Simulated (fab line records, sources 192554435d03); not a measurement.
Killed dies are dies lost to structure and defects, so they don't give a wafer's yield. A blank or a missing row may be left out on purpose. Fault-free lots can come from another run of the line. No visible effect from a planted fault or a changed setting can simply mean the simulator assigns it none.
fab line records    flow n5_finfet
[record] lots = 4  wafers = 10  last_day = 21
route steps=1938 shown BEOL_M0_SAQP@644 BEOL_M4@1111 PASSIVATION@1936
lots that met no fault: from a run of the same line without faults
start_h: hours from the record's opening day to when the first of the lot's shown wafers began    wait_h: time in hours since the lot's previous step    " unchanged from the row above    L1.1+2: a single row standing in for several wafers    - value missing, or start not given    * or withheld: withheld    < > ~ a bound
route shown NAME@n: NAME is a module with steps in the file, n the number in the route of the first one    usual: mean and standard deviation over wafers with no fault    same: alike in all rows    chamber/n: place in a boat    sites: the reading at each site    _std_site: how widely they spread, as a standard deviation    _edge_site: mean of outer sites minus mean of inner sites    radius_mm: for every site, how far away it sits from the centre of the wafer    mask NAME#n: copy n    behind: the last tool/chamber to shape the wafer    hold: reason for holding the lot/hours on hold/outcome of the hold    device: which transistor (n, p or np) failed to switch    end of line: the tests these same wafers got at the end of their route    step lacking rows: just its recipe    killed: dies lost to structure and defects at the first sort, not the wafer's yield    map: per-die view of a wafer (x killed, . not killed, _ where there is no die)
set.NAME: the setting as run; set.NAME@STEP: as run at that earlier step    model.NAME: the simulator's own value behind a step, which no gauge read
certain route steps with their lots: each step a table, each wafer a row
services: the hour from which a tool's chamber was out of use, counted from the record's first day as start_h (under 0 if before that day), plus the number of hours and why
[[steps]]
[step N5_BEOL_M0_SAQP_EBR_10]
[recipe] solvent = PGMEA  ebr_width_mm = 1.5
[step N5_BEOL_M0_SAQP_SOFTBAKE_09]
[recipe] temp_c = 110  time_s = 60  resist = CAR-ArF
[step N5_BEOL_M0_SAQP_EXPOSE_11]
[recipe] mask_id = M0_CORE  na = 1.35  source_shape = dipole  sigma_inner = 0.538  sigma_outer = 0.738  polarization = te  target_cd_nm = 42  dose_mj = 55
[step N5_BEOL_M0_SAQP_PEB_12]
[recipe] peb_temp_c = withheld  peb_time_s = 60  resist = CAR-ArF
[step N5_BEOL_M0_SAQP_DEVELOP_13]
[recipe] develop_time_s = 30  developer = TMAH  resist = CAR-ArF  dev_temp_c = 23  rinse_liquid = diw  dry = air_spin
[step N5_BEOL_M0_SAQP_DESCUM_19]
[recipe] chemistry = O2  time_s = 7.9  source_power_w = 50  bias_power_w = 20  pressure_mtorr = 20  rf_frequency_hz = 2.712e+07  temp_c = 40  resist = CAR-ArF  o2_flow_sccm = 225
[step N5_BEOL_M0_SAQP_ETCH_83]
[recipe] chemistry = CF4  target = SiARC  target_depth_a = 390  mask_material = CAR-ArF  time_s = 65  ion_energy_ev = 80  pressure_mtorr = 40  source_w = 545  bias_w = 36  Ar_flow_sccm = 100  cf4_flow_sccm = 100  ends = cleared
[step N5_BEOL_M0_SAQP_ETCH_84]
[recipe] chemistry = N2/H2  target = SOC  target_depth_a = 1000  overetch_a = 200  mask_material = SiARC  temp_c = 40  time_s = 150  ion_energy_ev = 200  pressure_mtorr = 30  source_w = 840  bias_w = 150  n2_flow_sccm = 200  h2_flow_sccm = 200
[step N5_BEOL_M0_SAQP_STRIP_80]
[recipe] chemistry = N2/H2  temp_c = 40  n2_flow_sccm = 200  h2_flow_sccm = 200  rf_frequency_hz = 6e+07
[step N5_BEOL_M0_SAQP_HM_OPEN_112]
[recipe] chemistry = CHF3/O2  target = SiO2  stop_on = a-Si  target_depth_a = 120  over_etch_frac = 1.25  mask_material = SOC  time_s = 13.5  pressure_mtorr = 30  source_w = 650  bias_w = 170  Ar_flow_sccm = 200  CHF3_flow_sccm = 50  O2_flow_sccm = 5  ion_energy_ev = 200  ends = end_point
[usual] chamber_pressure_mTorr = 30.000/0.028  drypump_motor_current_A = 5.54/0.3  oes_product_au = 0.52/0.057  rf_vpp_V = 527/11  showerhead_plenum_p_Torr = 2.43/0.08  throttle_valve_pct = 18.88/0.25
lot.wafer  tool         chamber  start_h  wait_h  chamber_pressure_mTorr  drypump_motor_current_A  oes_product_au  rf_hours_counter_h  rf_vpp_V  showerhead_plenum_p_Torr  throttle_valve_pct  model.SiARC_of_BEOL_M0_SAQP_COAT_82.thk_nm  model.SOC_of_BEOL_M0_SAQP_COAT_81.thk_nm  model.a-Si_of_BEOL_M0_SAQP_PECVD_04.thk_nm
L684.1     rie_diel-01  2        159.37   0.0     29.986                  5.69                     0.50            137                 519       2.43                      18.95               5                                           99.8                                      59.4
L684.4     "            1        "        "       29.973                  5.56                     0.46            231                 540       2.46                      19.10               0                                           97.8                                      58
L685.4     rie_diel-01  1        165.10   0.0     29.997                  5.57                     0.46            -                   541       2.46                      19.10               0                                           98.4                                      57.8
L685.6     "            2        "        "       29.957                  5.71                     0.51            -                   520       2.43                      18.97               0                                           96.2                                      57.2
L696.2     rie_diel-01  0        236.94   0.0     29.997                  5.15                     0.61            10                  530       2.49                      18.49               5.8                                         100.2                                     59.6
L696.4     "            0        "        "       29.992                  5.15                     0.61            -                   527       2.49                      18.48               5.8                                         100.2                                     60.2
L696.5     "            3        "        "       29.969                  5.57                     0.55            -                   539       2.54                      18.86               5.4                                         100.2                                     60.6
L698.2     rie_diel-05  3        244.72   0.0     30.033                  5.06                     0.47            204                 501       2.32                      19.48               7                                           100.6                                     61
L698.3     "            1        "        "       29.963                  5.64                     0.49            186                 530       2.39                      18.93               5.6                                         100.6                                     60
L698.6     "            2        "        "       30.025                  5.51                     0.45            -                   512       2.37                      18.95               5.6                                         100.4                                     60.4
[step N5_BEOL_M0_SAQP_STRIP_113]
[recipe] chemistry = CHF3/O2  resist = SiARC  rf_frequency_hz = 6e+07
[step N5_BEOL_M0_SAQP_MANDREL_ETCH_20]
[recipe] target_depth_a = 600  chemistry = HBr/Cl2  target = a-Si  stop_on = SiNx  bt_time_s = 10  mask_material = SOC  over_etch_frac = 0.5  time_s = 30  pressure_mtorr = 10  icp_w = 800  bias_w = 75  HBr_flow_sccm = 150  Cl2_flow_sccm = 80  ends = end_point
[usual] chamber_pressure_mTorr = 9.998/0.0084  drypump_motor_current_A = 5.4/0.54  he_backside_leak_sccm = 2.8/0.37  oes_product_au = 0.774/0.015  throttle_valve_pct = 35.2/0.45
lot.wafer  tool       chamber  start_h  wait_h  chamber_pressure_mTorr  drypump_motor_current_A  he_backside_leak_sccm  oes_product_au  rf_hours_counter_h  throttle_valve_pct  model.SOC_of_BEOL_M0_SAQP_COAT_81.thk_nm  model.etch.depth_nm
L684.1     rie_si-03  3        159.45   0.0     9.998                   5.0                      2.8                    0.767           89                  35.2                76                                        59.45
L684.4     "          1        "        "       10.001                  5.6                      4.5                    0.769           107                 35.3                73.4                                      58.03
L685.4     rie_si-01  0        165.16   0.0     9.985                   5.4                      3.1                    0.772           86                  35.1                74.4                                      57.88
L685.6     "          3        "        "       10.001                  4.7                      2.6                    0.756           -                   35.4                72                                        57.26
L696.2     rie_si-01  1        237.02   0.0     9.998                   6.3                      2.5                    0.774           41                  34.9                76.8                                      59.56
L696.4     "          0        "        "       10.010                  5.4                      3.1                    0.793           87                  35.1                76.4                                      60.27
L696.5     "          3        "        "       10.009                  4.7                      2.7                    0.775           -                   35.3                76                                        60.56
L698.2     rie_si-03  0        244.80   0.0     9.985                   5.6                      3.1                    0.804           68                  34.6                76.4                                      61.02
L698.3     "          3        "        "       10.002                  5.0                      3.2                    0.777           91                  35.2                76.6                                      60.07
L698.6     "          1        "        "       10.011                  5.6                      2.6                    0.790           -                   35.3                76.2                                      60.31
[step N5_BEOL_M0_SAQP_STRIP_86]
[recipe] chemistry = N2/H2  power_w = 500  temp_c = 40  pressure_mtorr = 50  rf_frequency_hz = 6e+07  overash_fraction = 0.3  bias_power_w = 28  h2_frac = 0.5  n2_flow_sccm = 300  h2_flow_sccm = 300
[step N5_BEOL_M0_SAQP_STRIP_115]
[recipe] chemistry = post_etch_residue_remover  time_s = 60  temp_c = 25  remover_ph = withheld  remover_water_wt_pct = withheld  remover_fluoride_wt_pct = withheld
[step N5_BEOL_M0_SAQP_SRD_93]
[recipe] dry = ipa_marangoni  time_s = 30  temp_c = 23  rinse_liquid = diw
[step N5_BEOL_M0_SAQP_RECESS_114]
[recipe] chemistry = HF/NH3  target = SiO2  target_depth_a = 144  afs_cycles = 3  temp_c = 30  sublimation_temp_c = 180  sublimation_time_s = 60
[step N5_BEOL_M0_SAQP_SPACER1_ALD_98]
[recipe] material = SiO2  target_thk_a = 128  temp_c = 300  ald_precursor_family = BDEAS  ald_co_reactant = O2-plasma  pulse_time_s = 1  purge_time_s = 2  co_reactant_purge_time_s = 2  ald_cycles = 138  pressure_torr = 2
[step N5_BEOL_M0_SAQP_SPACER1_ETCHBACK_99]
[recipe] chemistry = CHF3/O2  mode = anisotropic_etchback  target = SiO2  target_depth_a = 154  time_s = 7.7  pressure_mtorr = 30  source_w = 650  bias_w = 170  Ar_flow_sccm = 200  CHF3_flow_sccm = 50  O2_flow_sccm = 5  ion_energy_ev = 200
[usual] chamber_pressure_mTorr = 30.00/0.03  drypump_motor_current_A = 5.5/0.32  oes_product_au = 0.79/0.093  rf_vpp_V = 526/11  showerhead_plenum_p_Torr = 2.42/0.08  throttle_valve_pct = 18.91/0.27
lot.wafer  tool         chamber  start_h  wait_h  chamber_pressure_mTorr  drypump_motor_current_A  oes_product_au  rf_hours_counter_h  rf_vpp_V  showerhead_plenum_p_Torr  throttle_valve_pct  model.a-Si_of_BEOL_M0_SAQP_PECVD_04.thk_nm
L684.1     rie_diel-06  2        160.54   0.3     30.01                   6.0                      0.76            175                 536       2.31                      19.22               58.8
L684.4     "            0        "        "       29.92                   5.2                      0.77            161                 520       2.39                      18.73               57.4
L685.4     rie_diel-01  2        166.57   0.4     29.99                   5.7                      0.78            -                   521       2.43                      19.03               57.2
L685.6     "            1        "        "       29.97                   5.6                      0.67            -                   540       2.46                      19.16               56.6
L696.2     rie_diel-05  2        238.44   0.3     30.03                   5.5                      0.68            240                 513       2.37                      19.01               59
L696.4     "            0        "        "       30.01                   5.3                      0.93            34                  540       2.54                      18.62               59.6
L696.5     "            2        "        "       30.00                   5.5                      0.68            -                   512       2.37                      19.01               60
L698.2     rie_diel-01  3        246.04   0.4     30.00                   5.5                      0.84            64                  539       2.54                      18.94               60.4
L698.3     "            0        "        "       30.02                   5.1                      0.92            -                   526       2.49                      18.54               59.4
L698.6     "            0        "        "       29.97                   5.2                      0.92            -                   529       2.49                      18.53               59.8
[step N5_BEOL_M0_SAQP_MANDREL1_REMOVE_100]
[recipe] chemistry = HBr/Cl2/O2  bt_time_s = 10  target = a-Si  stop_on = SiNx  endpoint = OES-SiCl  over_etch_frac = 0.85  icp_w = 600  bias_w = 30  HBr_flow_sccm = 150  Cl2_flow_sccm = 80  O2_flow_sccm = 5  pressure_mtorr = 10
[step N5_BEOL_M4_RC_MEAS_101]
[usual] DIBL_N = 36.3/1.9  DIBL_P = 36.6/2.4  IOFF_N = 0.17/0.037  IOFF_P = 0.23/0.04  ION_N = 682/14  ION_P = 468/8.6  SS_N = 71.6/0.67  SS_P = 73.4/0.71  VT_N = 248/3.3  VT_P = -248.9/2.9
lot.wafer  tool       chamber  start_h  wait_h  DIBL_N[mV/V]  DIBL_P[mV/V]  IOFF_N[nA/um]  IOFF_P[nA/um]  ION_N[uA/um]  ION_P[uA/um]  SS_N[mV/dec]  SS_P[mV/dec]  VT_N[mV]  VT_P[mV]
L685.4     prober-01  0        244.39   0.5     36.9          36.5          0.16           0.23           675           465           71.5          74.0          250       -245.9
L685.6     "          0        "        "       40.0          39.4          0.23           0.30           676           470           73.0          74.9          246       -243.2
L684.1     prober-02  0        248.92   0.0     33.3          32.7          0.10           0.16           660           458           70.8          72.3          256       -253.3
L684.4     "          0        "        "       38.1          38.4          0.17           0.23           689           468           71.9          73.4          249       -248.2
L696.2     prober-02  0        356.60   0.2     35.5          35.5          0.17           0.21           673           468           71.1          73.4          250       -249.7
L696.4     "          0        "        "       38.6          39.7          0.26           0.28           701           475           72.0          74.4          243       -246.8
L696.5     "          0        "        "       34.1          34.7          0.16           0.20           678           471           70.9          74.0          249       -251.5
L698.2     prober-02  0        375.66   0.2     36.7          36.5          0.17           0.21           677           464           71.8          73.8          247       -249.0
L698.3     "          0        "        "       33.3          31.7          0.11           0.14           653           448           70.8          72.1          254       -253.6
L698.6     "          0        "        "       39.6          40.4          0.26           0.29           697           472           71.9          74.7          244       -243.5
[step N5_PASSIVATION_PROBE_49]
[usual] defect_limited_yield = 91.2/1.5  killed_at_M0_to_M3 = 35/12  killed_at_M4_up = 14/5.1  killed_at_contacts = 13/6  killed_at_front_end = 38/12  killed_at_other = 4/3.5  killed_dies = 104/18  killed_open = 68/13  killed_short = 33/8.1  sort_bin_4_leakage = 0.00/0.044  sort_bin_5_function = 5.2/1  sort_bin_6_memory = 3.2/0.69  sort_n_pass = 1076/18  sort_yield_pct = 91.2/1.5
[same] gross_dies = 1180  killed_at_back_side = 0  sort_bin_8_speed[%] = 0
lot.wafer  tool       chamber  start_h  wait_h  defect_limited_yield[%]  killed_at_M0_to_M3  killed_at_M4_up  killed_at_contacts  killed_at_front_end  killed_at_other  killed_dies  killed_open  killed_short  sort_bin_4_leakage[%]  sort_bin_5_function[%]  sort_bin_6_memory[%]  sort_n_pass  sort_yield_pct[%]
L685.4     prober-01  -        356.90   0.2     91.1                     36                  16               13                  29                   11               105          65           31            0                      5.1                     2.7                   1075         91.1
L685.6     prober-01  -        357.00   0.3     91.8                     38                  16               14                  25                   4                97           72           25            0                      4.7                     3.1                   1083         91.8
L684.1     prober-01  -        360.58   0.0     90.3                     35                  13               7                   59                   0                114          72           38            0                      6.3                     3.3                   1066         90.3
L684.4     prober-01  -        360.73   0.2     93.1                     22                  11               10                  38                   0                81           47           34            0                      4.1                     2.8                   1099         93.1
L698.6     prober-02  -        500.50   0.3     89.2                     38                  18               16                  47                   9                128          84           44            0.08                   6.7                     3.4                   1051         89.1
// killed by level:class
L685.4 BEOL_M2:geometric_particle:open=16 MOL_CONTACT_COAG:geometric_particle:open=12 BEOL_M4:geometric_particle:open=12 HKMG_FIN:area_etch=9 BEOL_M0_SAQP:geometric_particle:short=4 BEOL_M1:geometric_particle:open=4 BEOL_M3:geometric_particle:open=4 FIN_SAQP:geometric_particle:short=3
L685.6 MOL_CONTACT_COAG:geometric_particle:open=12 BEOL_M2:geometric_particle:open=12 BEOL_M4:geometric_particle:open=9 BEOL_M0_SAQP:geometric_particle:open=8 STI_FIN_REVEAL:geometric_particle:open=7 BEOL_M3:geometric_particle:open=5 DUMMY_GATE:geometric_particle:open=4 STARTING-WAFER:geometric_particle:open=4
L684.1 FIN_SAQP:geometric_particle:open=23 BEOL_M3:geometric_particle:open=14 FIN_SAQP:geometric_particle:short=11 BEOL_M0_SAQP:geometric_particle:short=9 STI_FIN_REVEAL:geometric_particle:open=6 STI_FIN_REVEAL:geometric_particle:short=5 BEOL_M0_SAQP:geometric_particle:open=5 MOL_CONTACT_COAG:geometric_particle:open=4
L684.4 FIN_SAQP:geometric_particle:short=14 MOL_CONTACT_COAG:geometric_particle:open=9 FIN_SAQP:geometric_particle:open=6 BEOL_M0_SAQP:geometric_particle:open=6 BEOL_M3:geometric_particle:open=5 BEOL_M0_SAQP:geometric_particle:short=5 STARTING-WAFER:geometric_particle:short=4 STI_FIN_REVEAL:geometric_particle:open=3
L698.6 MOL_CONTACT_COAG:geometric_particle:open=14 GATE_CUT:geometric_particle:short=13 BEOL_M1:geometric_particle:open=10 FIN_SAQP:geometric_particle:open=8 BEOL_M3:geometric_particle:open=7 BEOL_M4:geometric_particle:open=7 FIN_SAQP:geometric_particle:short=6 BEOL_M0_SAQP:geometric_particle:open=6
[[services]]
tool         chamber  start_h  hours  kind
rie_si-01    -        147.20   0.9    repair
rie_diel-01  0        160.98   -      clean
rie_diel-01  0        160.98   -      consumable_replace:focus_ring
rie_diel-01  0        160.98   27.1   scheduled_down
rie_diel-01  0        160.98   27.1   vent_cycle
rie_si-01    2        173.00   17.8   repair
rie_diel-01  1        187.03   11.1   repair
rie_diel-06  3        221.81   4.5    repair
rie_diel-01  1        228.89   -      clean
rie_diel-01  1        228.89   -      consumable_replace:focus_ring
rie_diel-01  1        228.89   18.5   scheduled_down
rie_diel-01  1        228.89   18.5   vent_cycle
rie_diel-01  2        245.04   7.4    repair
[[key]]
first_sign none at tools or gauges
[model_effect] step = N5_BEOL_M0_SAQP_HM_OPEN_112  value = SiARC_of_BEOL_M0_SAQP_COAT_82.thk_nm  without = 6  struck = 0
[model_effect] step = N5_BEOL_M0_SAQP_MANDREL_ETCH_20  value = SOC_of_BEOL_M0_SAQP_COAT_81.thk_nm  without = 75.73  struck = 73.27
[model_effect] step = N5_BEOL_M0_SAQP_SPACER1_ETCHBACK_99  value = a-Si_of_BEOL_M0_SAQP_PECVD_04.thk_nm  without = 59.4  struck = 57.07
met_at N5_BEOL_M0_SAQP_HM_OPEN_112
struck_wafers L684.4,L685.4,L685.6
[fault] kind = process_parameter_drift  tool = rie_diel-01  chamber = -  onset_h = 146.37  steps = N5_BEOL_M0_SAQP_HM_OPEN_112  channel = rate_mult  offset = 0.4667  shape = step  end_h = 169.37  scope = struck_wafers_only
